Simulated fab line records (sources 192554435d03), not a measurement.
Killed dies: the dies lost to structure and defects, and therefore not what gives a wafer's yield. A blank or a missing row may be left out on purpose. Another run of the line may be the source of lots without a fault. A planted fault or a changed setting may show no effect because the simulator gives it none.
Chamber matching | flow n5Finfet | 4 sister chambers for N5_GATE_CUT_STRIP_59 on rieDiel-03
The step strips in N2/H2, time 20 s. 18 wafers are shown with their chamber, then 9 later ones without.

WAFERS, EACH WITH ITS CHAMBER
wafer  | chamber | showerheadPlenumPTorr (Torr) | drypumpMotorCurrentA (A) | throttleValvePct (%)
L075.2 | 3       | 3.30                         | 5.8                      | 11.92
L075.5 | 0       | 3.52                         | 5.8                      | 12.39
L075.6 | 1       | 3.22                         | 6.8                      | 12.39
L077.2 | 0       | 3.52                         | 5.8                      | 12.41
L077.3 | 3       | 3.30                         | 5.9                      | 11.94
L077.4 | 2       | 3.49                         | 6.2                      | 12.38
L079.1 | 3       | 3.30                         | 5.8                      | 11.92
L079.4 | 1       | 3.22                         | 6.8                      | 12.41
L079.6 | 2       | 3.49                         | 6.2                      | 12.38
L083.1 | 1       | 3.21                         | 6.8                      | 12.42
L083.3 | 3       | 3.29                         | 5.9                      | 11.96
L083.6 | 3       | 3.29                         | 5.9                      | 11.95
L084.1 | 3       | 3.29                         | 5.8                      | 11.95
L084.2 | 0       | 3.52                         | 5.8                      | 12.45
L084.5 | 0       | 3.52                         | 5.7                      | 12.44
L092.2 | 2       | 3.48                         | 6.2                      | 12.42
L092.4 | 1       | 3.21                         | 6.9                      | 12.46
L092.6 | 1       | 3.21                         | 6.8                      | 12.45

SIGNATURES, as means of the wafers listed above
reading               | chamber 0 | chamber 1 | chamber 2 | chamber 3 | scatter within a chamber
showerheadPlenumPTorr | 3.5200    | 3.2140    | 3.4867    | 3.2950    | 0.0049
drypumpMotorCurrentA  | 5.775     | 6.820     | 6.200     | 5.850     | 0.0467
throttleValvePct      | 12.4225   | 12.4260   | 12.3933   | 11.9400   | 0.024
Rule: for a wafer and a chamber, the distance is found by dividing, reading by reading, the gap between the wafer's reading and the chamber's mean by the reading's scatter, squaring, summing and taking the root. The wafer belongs to the nearest chamber; if the next one is less than 2 further off, it can't be placed. The scatter is the square root of a quotient: the sum, over the shown wafers, of each reading's squared deviation from its chamber's mean, divided by wafers minus chambers.

WAFERS WHOSE CHAMBER IS MISSING
wafer  | showerheadPlenumPTorr (Torr) | drypumpMotorCurrentA (A) | throttleValvePct (%)
L093.1 | 3.28                         | 5.9                      | 12.01
L093.4 | 3.51                         | 5.8                      | 12.48
L093.6 | 3.51                         | 5.8                      | 12.49
L094.1 | 3.50                         | 5.8                      | 12.51
L094.2 | 3.28                         | 5.8                      | 12.02
L094.3 | 3.21                         | 6.8                      | 12.47
L095.3 | 3.50                         | 5.8                      | 12.52
L095.5 | 3.28                         | 5.9                      | 12.03
L095.6 | 3.47                         | 6.2                      | 12.46

THE CHAMBER EACH PASSED THROUGH
wafer  | from the rows above | in truth
L093.1 | 3                   | 3
L093.4 | 0                   | 0
L093.6 | 0                   | 0
L094.1 | 0                   | 0
L094.2 | 3                   | 3
L094.3 | 1                   | 1
L095.3 | 0                   | 0
L095.5 | 3                   | 3
L095.6 | 2                   | 2
Correctly placed: 9 of 9. Number that these rows cannot place: 0. Wrongly placed: 0.
